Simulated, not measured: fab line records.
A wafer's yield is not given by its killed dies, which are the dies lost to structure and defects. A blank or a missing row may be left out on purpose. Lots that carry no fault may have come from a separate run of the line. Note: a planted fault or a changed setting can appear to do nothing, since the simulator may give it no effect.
fab line records -- flow nand_harc
record lots=6, wafers=18, last_day=34
route steps=1302 shown A_ONON_D2@552 END@1302
lots that met no fault: from a run of the same line without faults
start_h: start of the lot's first displayed wafer, in hours after the record's first day -- wait_h: hours since the lot's step before -- " unchanged from the row above -- L1.1+2: one row covering several wafers at once -- - value missing, or start not given -- * or withheld: withheld -- < > ~ a bound
route shown NAME@n: NAME is a module with steps in the file, n the number in the route of the first one -- usual: mean/standard deviation of fault-free wafers -- same: alike in all rows -- chamber/n: place in a boat -- sites: each site's reading -- _std_site: their standard deviation -- _edge_site: inner sites' mean taken away from outer sites' mean -- radius_mm: how far each site lies from the wafer's centre -- mask NAME#n: copy n -- behind: the tool/chamber that last shaped the wafer -- hold: what put the lot on hold/how long, in hours/how the hold closed -- device: the transistor (n, p or np) that didn't switch -- end of line: tests of these same wafers at the route's end -- for a step that has no rows: nothing shown but its recipe -- killed: at the first sort, the dies lost to defects and structure; wafer yield is something else -- map: per-die view of a wafer (x killed, . not killed, _ where there is no die)
set.NAME: the setting as run; set.NAME@STEP: as run at that earlier step -- model.NAME: the simulator's own value behind a step, which no gauge read
certain route steps with their lots: each step a table, each wafer a row
services: a tool's chamber out of use, with start hour (start_h, from the record's first day; less than 0 if before it), hours out, and reason
## steps
# step NHARC_A_ONON_D2_THK_MEAS_11
# recipe thk_meas_gauge=ellipsometry
# usual thk_nm=1001/8.8
lot.wafer,tool,chamber,start_h,wait_h,thk_nm
L305.2,film_metro-01,-,380.39,-,991
L305.3,film_metro-01,-,380.39,-,991
L305.4,film_metro-01,-,380.39,-,992
L308.2,film_metro-02,-,412.74,-,1002
L308.3,film_metro-02,-,412.74,-,1000
L308.6,film_metro-02,-,412.74,-,1003
L310.2,film_metro-01,-,426.97,-,1003
L310.3,film_metro-01,-,426.97,-,1000
L310.6,film_metro-01,-,426.97,-,1001
L312.4,film_metro-01,-,438.27,-,1006
L312.5,film_metro-01,-,438.27,-,1008
L312.6,film_metro-01,-,438.27,-,1006
L317.2,film_metro-01,-,478.34,-,1013
L317.5,film_metro-01,-,478.34,-,1014
L317.6,film_metro-01,-,478.34,-,1015
L319.3,film_metro-02,-,510.72,-,997
L319.4,film_metro-02,-,510.72,-,998
L319.6,film_metro-02,-,510.72,-,998
# step NHARC_A_ONON_D2_DEP_12
# recipe target_thk_a=10000, n2_flow_sccm=2750, n2o_flow_sccm=2000, nh3_flow_sccm=500, sih4_flow_sccm=210, temp_c=400
# step NHARC_A_ONON_D2_THK_MEAS_14
# recipe thk_meas_gauge=ellipsometry
# usual thk_nm=999/11
lot.wafer,tool,chamber,start_h,wait_h,thk_nm
L305.2,film_metro-01,-,380.97,-,986
L305.3,film_metro-01,-,380.97,-,986
L305.4,film_metro-01,-,380.97,-,986
L308.2,film_metro-01,-,413.31,-,1013
L308.3,film_metro-01,-,413.31,-,1013
L308.6,film_metro-01,-,413.31,-,1013
L310.2,film_metro-01,-,427.53,-,1016
L310.3,film_metro-01,-,427.53,-,1016
L310.6,film_metro-01,-,427.53,-,1016
L312.4,film_metro-01,-,438.83,-,1004
L312.5,film_metro-01,-,438.83,-,1004
L312.6,film_metro-01,-,438.83,-,1006
L317.2,film_metro-01,-,478.91,-,991
L317.5,film_metro-01,-,478.91,-,992
L317.6,film_metro-01,-,478.91,-,994
L319.3,film_metro-02,-,511.29,-,1000
L319.4,film_metro-02,-,511.29,-,1001
L319.6,film_metro-02,-,511.29,-,1000
# step NHARC_A_ONON_D2_ANNEAL_15
# recipe temp_c=750, time_s=3600
# step NHARC_A_ONON_D2_DEP_16
# recipe target_thk_a=10000, n2_flow_sccm=2750, n2o_flow_sccm=2000, nh3_flow_sccm=500, sih4_flow_sccm=210, temp_c=400
# step NHARC_A_ONON_D2_THK_MEAS_18
# recipe thk_meas_gauge=ellipsometry
# usual thk_nm=1002/11
lot.wafer,tool,chamber,start_h,wait_h,thk_nm
L305.2,film_metro-02,-,388.76,-,1015
L305.3,film_metro-02,-,388.76,-,1019
L305.4,film_metro-02,-,388.76,-,1019
L308.2,film_metro-01,-,420.68,-,1014
L308.3,film_metro-01,-,420.68,-,1017
L308.6,film_metro-01,-,420.68,-,1016
L310.2,film_metro-02,-,435.26,-,990
L310.3,film_metro-02,-,435.26,-,988
L310.6,film_metro-02,-,435.26,-,990
L312.4,film_metro-02,-,446.85,-,1009
L312.5,film_metro-02,-,446.85,-,1011
L312.6,film_metro-02,-,446.85,-,1010
L317.2,film_metro-01,-,486.13,-,989
L317.5,film_metro-01,-,486.13,-,990
L317.6,film_metro-01,-,486.13,-,988
L319.3,film_metro-02,-,518.70,-,1010
L319.4,film_metro-02,-,518.70,-,1012
L319.6,film_metro-02,-,518.70,-,1012
# step NHARC_A_ONON_D2_DEP_19
# recipe target_thk_a=10000, n2_flow_sccm=2750, n2o_flow_sccm=2000, nh3_flow_sccm=500, sih4_flow_sccm=210, temp_c=400
# step NHARC_A_ONON_D2_THK_MEAS_21
# recipe thk_meas_gauge=ellipsometry
# usual thk_nm=1002/9.8
lot.wafer,tool,chamber,start_h,wait_h,thk_nm
L305.2,film_metro-01,-,389.32,-,1001
L305.3,film_metro-01,-,389.32,-,1000
L305.4,film_metro-01,-,389.32,-,1000
L308.2,film_metro-01,-,421.25,-,993
L308.3,film_metro-01,-,421.25,-,992
L308.6,film_metro-01,-,421.25,-,994
L310.2,film_metro-02,-,435.82,-,993
L310.3,film_metro-02,-,435.82,-,994
L310.6,film_metro-02,-,435.82,-,995
L312.4,film_metro-02,-,447.42,-,995
L312.5,film_metro-02,-,447.42,-,995
L312.6,film_metro-02,-,447.42,-,993
L317.2,film_metro-01,-,486.70,-,1001
L317.5,film_metro-01,-,486.70,-,1005
L317.6,film_metro-01,-,486.70,-,1002
L319.3,film_metro-01,-,519.27,-,1016
L319.4,film_metro-01,-,519.27,-,1017
L319.6,film_metro-01,-,519.27,-,1015
# step NHARC_A_ONON_D2_DEP_22
# recipe target_thk_a=10000, n2_flow_sccm=2750, n2o_flow_sccm=2000, nh3_flow_sccm=500, sih4_flow_sccm=210, temp_c=400
# step NHARC_A_ONON_D2_THK_MEAS_24
# recipe thk_meas_gauge=ellipsometry
# usual thk_nm=999/11
lot.wafer,tool,chamber,start_h,wait_h,thk_nm
L305.2,film_metro-02,-,389.89,-,1013
L305.3,film_metro-02,-,389.89,-,1015
L305.4,film_metro-02,-,389.89,-,1014
L308.2,film_metro-02,-,421.82,-,998
L308.3,film_metro-02,-,421.82,-,999
L308.6,film_metro-02,-,421.82,-,998
L310.2,film_metro-01,-,436.39,-,1011
L310.3,film_metro-01,-,436.39,-,1011
L310.6,film_metro-01,-,436.39,-,1012
L312.4,film_metro-01,-,448.26,-,995
L312.5,film_metro-01,-,448.26,-,993
L312.6,film_metro-01,-,448.26,-,997
L317.2,film_metro-02,-,487.27,-,1006
L317.5,film_metro-02,-,487.27,-,1007
L317.6,film_metro-02,-,487.27,-,1008
L319.3,film_metro-01,-,519.84,-,1008
L319.4,film_metro-01,-,519.84,-,1010
L319.6,film_metro-01,-,519.84,-,1008
# step NHARC_A_ONON_D2_DEP_25
# recipe target_thk_a=10000, n2_flow_sccm=2750, n2o_flow_sccm=2000, nh3_flow_sccm=500, sih4_flow_sccm=210, temp_c=400
# step NHARC_A_ONON_D2_THK_MEAS_27
# recipe thk_meas_gauge=ellipsometry
# usual thk_nm=998/9.4
lot.wafer,tool,chamber,start_h,wait_h,thk_nm
L305.2,film_metro-01,-,390.46,-,984
L305.3,film_metro-01,-,390.46,-,984
L305.4,film_metro-01,-,390.46,-,985
L308.2,film_metro-01,-,422.39,-,1011
L308.3,film_metro-01,-,422.39,-,1012
L308.6,film_metro-01,-,422.39,-,1011
L310.2,film_metro-02,-,436.96,-,983
L310.3,film_metro-02,-,436.96,-,982
L310.6,film_metro-02,-,436.96,-,982
L312.4,film_metro-02,-,448.83,-,1005
L312.5,film_metro-02,-,448.83,-,1005
L312.6,film_metro-02,-,448.83,-,1005
L317.2,film_metro-02,-,487.84,-,996
L317.5,film_metro-02,-,487.84,-,994
L317.6,film_metro-02,-,487.84,-,995
L319.3,film_metro-01,-,520.40,-,991
L319.4,film_metro-01,-,520.40,-,993
L319.6,film_metro-01,-,520.40,-,991
# step NHARC_A_ONON_D2_DEP_28
# recipe target_thk_a=10000, n2_flow_sccm=2750, n2o_flow_sccm=2000, nh3_flow_sccm=500, sih4_flow_sccm=210, temp_c=400
lot.wafer,tool,chamber,start_h,wait_h
L305.2+3+4,pecvd_onon-03,0,390.57,0.1
L308.2+3+6,pecvd_onon-01,0,422.50,0.1
L310.2+3+6,pecvd_onon-01,0,437.07,0.1
L312.4+5+6,pecvd_onon-01,0,449.07,0.2
L317.2+5+6,pecvd_onon-03,0,487.95,0.1
L319.3+4+6,pecvd_onon-04,0,520.57,0.2
# step NHARC_A_ONON_D2_THK_MEAS_30
# recipe thk_meas_gauge=ellipsometry
# usual thk_nm=1000/11
lot.wafer,tool,chamber,start_h,wait_h,hold,thk_nm
L305.2,film_metro-02,-,391.03,-,-,999
L305.3,film_metro-02,-,391.03,-,-,1000
L305.4,film_metro-02,-,391.03,-,-,998
L308.2,film_metro-01,-,422.95,-,-,1011
L308.3,film_metro-01,-,422.95,-,-,1010
L308.6,film_metro-01,-,422.95,-,-,1011
L310.2,film_metro-02,-,437.52,-,await_dispo/0.2h/release,1197
L310.3,film_metro-02,-,437.52,-,await_dispo/0.2h/release,1196
L310.6,film_metro-02,-,437.52,-,await_dispo/0.2h/release,1196
L310.2,film_metro-02,-,437.70,0.2,-,1195
L310.3,film_metro-02,-,437.70,0.2,-,1198
L310.6,film_metro-02,-,437.70,0.2,-,1196
L312.4,film_metro-01,-,449.41,-,await_dispo/0.2h/release,1200
L312.5,film_metro-01,-,449.41,-,await_dispo/0.2h/release,1201
L312.6,film_metro-01,-,449.41,-,await_dispo/0.2h/release,1201
L312.4,film_metro-01,-,449.58,0.2,-,1200
L312.5,film_metro-01,-,449.58,0.2,-,1200
L312.6,film_metro-01,-,449.58,0.2,-,1200
L317.2,film_metro-01,-,488.40,-,-,988
L317.5,film_metro-01,-,488.40,-,-,988
L317.6,film_metro-01,-,488.40,-,-,987
L319.3,film_metro-01,-,520.97,-,-,991
L319.4,film_metro-01,-,520.97,-,-,992
L319.6,film_metro-01,-,520.97,-,-,990
# step NHARC_A_ONON_D2_DEP_33
# recipe target_thk_a=2000, temp_c=400, pressure_torr=6.5, rf_w=900, teos_flow_sccm=161.4, flow_sccm=2650, target_thk_nm=200, gas=O2, material=SiO2
# usual heater_power_w=523/78, throttle_valve_pct=15.9/0.59
lot.wafer,tool,chamber,start_h,wait_h,hold,heater_power_w,throttle_valve_pct
L305.2,pecvd-02,2,391.13,0.1,-,539,15.9
L305.3,pecvd-02,0,391.13,0.1,-,422,15.1
L305.4,pecvd-02,0,391.13,0.1,-,440,15.0
L308.3,pecvd-04,1,423.01,0.1,-,426,16.3
L308.2,pecvd-04,0,423.01,0.1,-,486,16.9
L308.6,pecvd-04,1,423.01,0.1,-,423,16.3
L310.3,pecvd-04,0,439.96,2.3,await_dispo/2.2h/release,418,17.1
L310.2,pecvd-04,1,439.96,2.3,await_dispo/2.2h/release,494,16.1
L310.6,pecvd-04,0,439.96,2.3,await_dispo/2.2h/release,426,17.0
L312.4,pecvd-04,2,463.14,13.6,await_dispo/4.2h/release,644,15.9
L312.6,pecvd-04,0,463.14,13.6,await_dispo/4.2h/release,446,17.1
L312.5,pecvd-04,1,463.14,13.6,await_dispo/4.2h/release,412,16.3
L317.2,pecvd-04,1,488.54,0.1,-,359,15.7
L317.6,pecvd-04,2,488.54,0.1,-,659,15.2
L317.5,pecvd-04,1,488.54,0.1,-,370,15.8
L319.3,pecvd-02,2,521.17,0.2,-,531,15.5
L319.4,pecvd-02,1,521.17,0.2,-,654,16.1
L319.6,pecvd-02,1,521.17,0.2,-,503,16.1
# step NHARC_END_SORT_01
# recipe temp_c=25
# usual killed_at_array=55/17, killed_at_other=1.1/1.6, killed_at_periphery=3.8/2.5, killed_dies=60/18, killed_open=3.3/1.9, killed_short=2.5/1.7
# same gross_dies=677
lot.wafer,tool,chamber,start_h,wait_h,hold,killed_at_array,killed_at_other,killed_at_periphery,killed_dies,killed_open,killed_short
L308.2,prober-02,0,687.67,2.8,-,57,1,5,63,2,4
L308.3,prober-02,0,688.48,3.1,-,55,3,2,60,4,3
L308.6,prober-02,0,690.90,4.0,-,46,3,7,56,3,2
L310.2,prober-01,0,704.35,2.8,await_dispo/3.9h/scrap,666,3,8,677,1,7
L310.3,prober-01,0,705.13,3.1,await_dispo/3.9h/scrap,674,0,3,677,4,2
L310.6,prober-01,0,707.48,3.9,await_dispo/3.9h/scrap,675,1,1,677,4,1
L312.4,prober-02,0,710.10,3.4,await_dispo/4.2h/scrap,669,0,8,677,4,3
L312.5,prober-02,0,710.90,3.7,await_dispo/4.2h/scrap,670,1,6,677,3,2
L312.6,prober-02,0,711.71,4.0,await_dispo/4.2h/scrap,670,0,7,677,1,1
L317.2,prober-01,0,765.25,2.8,-,57,5,2,64,4,0
L317.5,prober-01,0,767.67,3.7,-,51,4,3,58,5,4
L317.6,prober-01,0,768.48,4.0,-,45,11,5,61,8,2
# killed by level:class
L308.2 A_CHANNEL_HOLE_D2:chamber_film_flake=27 A_SLIT:chamber_film_flake=13 P_CONTACT:chamber_film_flake=3 A_STAIRCASE:chamber_film_flake=3 A_WL_FILL:geometric_particle:short=2 A_CHANNEL_HOLE_D1:chamber_film_flake=2 A_DECK1_JOINT:chamber_film_flake=2 A_WL_FILL:chamber_film_flake=2
L308.3 A_CHANNEL_HOLE_D2:chamber_film_flake=24 A_SLIT:chamber_film_flake=9 A_CHANNEL_HOLE_D1:chamber_film_flake=6 A_CONTACT:chamber_film_flake=3 A_STAIRCASE:chamber_film_flake=2 A_SGD_CUT:chamber_film_flake=2 A_M0:chamber_film_flake=2 THIN_TSV:chamber_film_flake=2
L308.6 A_SLIT:chamber_film_flake=12 A_CHANNEL_HOLE_D2:chamber_film_flake=11 A_CONTACT:chamber_film_flake=9 A_CHANNEL_HOLE_D1:chamber_film_flake=4 P_ZERO_WELL:chamber_film_flake=3 THIN_TSV:chamber_film_flake=3 A_STAIRCASE:chamber_film_flake=2 A_SGD_CUT:chamber_film_flake=2
L310.2 A_ONON_D2:area_dep=619 A_SLIT:chamber_film_flake=18 A_CHANNEL_HOLE_D1:chamber_film_flake=11 P_M2:chamber_film_flake=3 A_WL_FILL:chamber_film_flake=3 THIN_TSV:chamber_film_flake=3 A_WL_FILL:geometric_particle:short=2 P_GATE:chamber_film_flake=2
L310.3 A_ONON_D2:area_dep=634 A_SLIT:chamber_film_flake=19 A_CONTACT:chamber_film_flake=6 A_CHANNEL_FILL_D2:chamber_film_flake=5 P_M2:chamber_film_flake=2 P_M1:geometric_particle:open=1 A_ONON_D2:geometric_particle:open=1 A_CHANNEL_FILL_D2:geometric_particle:short=1
L310.6 A_ONON_D2:area_dep=639 A_SLIT:chamber_film_flake=14 A_CHANNEL_HOLE_D1:chamber_film_flake=7 A_CHANNEL_FILL_D2:chamber_film_flake=4 A_CHANNEL_FILL_D2:geometric_particle:open=2 A_STAIRCASE:chamber_film_flake=2 A_CONTACT:chamber_film_flake=2 A_ONON_D1:geometric_particle:open=1
L312.4 A_ONON_D2:area_dep=602 A_SLIT:chamber_film_flake=33 A_CHANNEL_HOLE_D1:chamber_film_flake=8 A_STAIRCASE:chamber_film_flake=8 A_CONTACT:chamber_film_flake=4 P_M2:chamber_film_flake=3 A_ZERO_WELL:chamber_film_flake=3 A_WL_FILL:geometric_particle:short=2
L312.5 A_ONON_D2:area_dep=630 A_SLIT:chamber_film_flake=15 A_CHANNEL_HOLE_D1:chamber_film_flake=6 P_GATE:chamber_film_flake=4 A_ZERO_WELL:chamber_film_flake=3 A_STAIRCASE:chamber_film_flake=3 A_CONTACT:chamber_film_flake=3 A_CHANNEL_FILL_D2:geometric_particle:open=2
L312.6 A_ONON_D2:area_dep=617 A_SLIT:chamber_film_flake=27 A_CHANNEL_HOLE_D1:chamber_film_flake=12 A_CONTACT:chamber_film_flake=4 A_STAIRCASE:chamber_film_flake=3 P_ZERO_WELL:chamber_film_flake=2 P_STI:chamber_film_flake=2 P_CONTACT:geometric_particle:open=1
L317.2 A_CHANNEL_HOLE_D2:chamber_film_flake=26 A_CONTACT:chamber_film_flake=13 A_CHANNEL_HOLE_D1:chamber_film_flake=10 A_SLIT:chamber_film_flake=5 THIN_TSV:chamber_film_flake=5 A_WL_FILL:geometric_particle:open=3 P_GATE:geometric_particle:open=1 P_M0:chamber_film_flake=1
L317.5 A_CHANNEL_HOLE_D2:chamber_film_flake=23 A_CHANNEL_HOLE_D1:chamber_film_flake=9 A_CONTACT:chamber_film_flake=9 A_SLIT:chamber_film_flake=4 THIN_TSV:chamber_film_flake=4 P_GATE:geometric_particle:open=1 P_CONTACT:geometric_particle:open=1 P_M0:geometric_particle:open=1
L317.6 A_CHANNEL_HOLE_D1:chamber_film_flake=13 A_CHANNEL_HOLE_D2:chamber_film_flake=12 THIN_TSV:chamber_film_flake=11 A_SLIT:chamber_film_flake=7 A_CONTACT:chamber_film_flake=6 P_M1:geometric_particle:open=2 A_BLC:geometric_particle:open=2 P_M0:geometric_particle:short=1
# map L310.2 (x killed, . not)
____________x____________
_________xxxxxxx_________
_______xxxxxxxxxxx_______
______xxxxxxxxxxxxx______
_____xxxxxxxxxxxxxxx_____
____xxxxxxxxxxxxxxxxx____
____xxxxxxxxxxxxxxxxx____
___xxxxxxxxxxxxxxxxxxx___
___xxxxxxxxxxxxxxxxxxx___
__xxxxxxxxxxxxxxxxxxxxx__
__xxxxxxxxxxxxxxxxxxxxx__
_xxxxxxxxxxxxxxxxxxxxxxx_
_xxxxxxxxxxxxxxxxxxxxxxx_
_xxxxxxxxxxxxxxxxxxxxxxx_
_xxxxxxxxxxxxxxxxxxxxxxx_
_xxxxxxxxxxxxxxxxxxxxxxx_
xxxxxxxxxxxxxxxxxxxxxxxxx
xxxxxxxxxxxxxxxxxxxxxxxxx
xxxxxxxxxxxxxxxxxxxxxxxxx
xxxxxxxxxxxxxxxxxxxxxxxxx
xxxxxxxxxxxxxxxxxxxxxxxxx
_xxxxxxxxxxxxxxxxxxxxxxx_
_xxxxxxxxxxxxxxxxxxxxxxx_
_xxxxxxxxxxxxxxxxxxxxxxx_
_xxxxxxxxxxxxxxxxxxxxxxx_
_xxxxxxxxxxxxxxxxxxxxxxx_
__xxxxxxxxxxxxxxxxxxxxx__
__xxxxxxxxxxxxxxxxxxxxx__
___xxxxxxxxxxxxxxxxxxx___
___xxxxxxxxxxxxxxxxxxx___
____xxxxxxxxxxxxxxxxx____
____xxxxxxxxxxxxxxxxx____
_____xxxxxxxxxxxxxxx_____
______xxxxxxxxxxxxx______
_______xxxxxxxxxxx_______
_________xxxxxxx_________
____________x____________
# map L312.4 (x killed, . not)
____________x____________
_________xxxxxxx_________
_______xxxxxxxxxxx_______
______xxxxxxxxxxxxx______
_____xxxxxxxxxxxxxxx_____
____xxxxxxxxxxxxxxxxx____
____xxxxxxxxxxxxxxxxx____
___xxxxxxxxxxxxxxxxxxx___
___xxxxxxxxxxxxxxxxxxx___
__xxxxxxxxxxxxxxxxxxxxx__
__xxxxxxxxxxxxxxxxxxxxx__
_xxxxxxxxxxxxxxxxxxxxxxx_
_xxxxxxxxxxxxxxxxxxxxxxx_
_xxxxxxxxxxxxxxxxxxxxxxx_
_xxxxxxxxxxxxxxxxxxxxxxx_
_xxxxxxxxxxxxxxxxxxxxxxx_
xxxxxxxxxxxxxxxxxxxxxxxxx
xxxxxxxxxxxxxxxxxxxxxxxxx
xxxxxxxxxxxxxxxxxxxxxxxxx
xxxxxxxxxxxxxxxxxxxxxxxxx
xxxxxxxxxxxxxxxxxxxxxxxxx
_xxxxxxxxxxxxxxxxxxxxxxx_
_xxxxxxxxxxxxxxxxxxxxxxx_
_xxxxxxxxxxxxxxxxxxxxxxx_
_xxxxxxxxxxxxxxxxxxxxxxx_
_xxxxxxxxxxxxxxxxxxxxxxx_
__xxxxxxxxxxxxxxxxxxxxx__
__xxxxxxxxxxxxxxxxxxxxx__
___xxxxxxxxxxxxxxxxxxx___
___xxxxxxxxxxxxxxxxxxx___
____xxxxxxxxxxxxxxxxx____
____xxxxxxxxxxxxxxxxx____
_____xxxxxxxxxxxxxxx_____
______xxxxxxxxxxxxx______
_______xxxxxxxxxxx_______
_________xxxxxxx_________
____________x____________
## services
tool,chamber,start_h,hours,kind
pecvd-02,-,375.16,0.9,repair
pecvd_onon-01,-,393.07,3.6,repair
pecvd-04,-,399.40,1.0,repair
pecvd_onon-03,-,408.00,13.0,pm
pecvd-02,-,408.03,13.0,pm
pecvd-02,0,408.03,13.0,vent_cycle
pecvd-02,1,408.03,13.0,vent_cycle
pecvd-02,2,408.03,13.0,vent_cycle
pecvd-02,0,421.03,-,clean
pecvd-02,1,421.03,-,clean
pecvd-02,2,421.03,-,clean
pecvd-02,-,435.28,1.9,repair
pecvd-04,-,450.00,13.0,pm
pecvd-04,0,450.00,13.0,vent_cycle
pecvd-04,1,450.00,13.0,vent_cycle
pecvd-04,2,450.00,13.0,vent_cycle
pecvd_onon-01,-,450.28,13.0,pm
pecvd-04,0,463.00,-,clean
pecvd-04,1,463.00,-,clean
pecvd-04,2,463.00,-,clean
pecvd_onon-04,-,492.26,13.0,pm
pecvd-02,0,511.88,20.5,repair
pecvd_onon-03,-,515.03,1.0,repair
## key
first_sign step=NHARC_A_ONON_D2_THK_MEAS_30, reading=visit, direction=added
effect step=NHARC_A_ONON_D2_THK_MEAS_30, reading=thk_nm, direction=up, sigmas=18, usual=1000, struck=1199
effect step=NHARC_END_SORT_01, reading=killed_at_array, direction=up, sigmas=35, usual=55, struck=671
more_kills_born_at NHARC_A_ONON_D2_DEP_28@pecvd_onon-01=3741
met_at NHARC_A_ONON_D2_DEP_28
struck_wafers L310.2,L310.3,L310.6,L312.4,L312.5,L312.6
later_rows_left_out L310.2,L310.3,L310.6,L312.4,L312.5,L312.6
tester_left_out L310,L312
onset_between 422.50 437.07
fault kind=process_parameter_drift, tool=pecvd_onon-01, chamber=-, onset_h=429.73, steps=NHARC_A_ONON_D2_DEP_28, channel=target_thk_a, offset=*, shape=step, end_h=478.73, acts_in=*, stated=*
# tester_left_out: of these lots the tester's yield and bins aren't shown, on N5 and GAA mostly nor the transistor test; their killed dies are dies lost to structure and defects alone, not to doping, threshold or leakage, so they don't give the yield
# later_rows_left_out: the simulator's readings of these wafers behind a module that went badly wrong aren't trusted and aren't shown, but for the sort
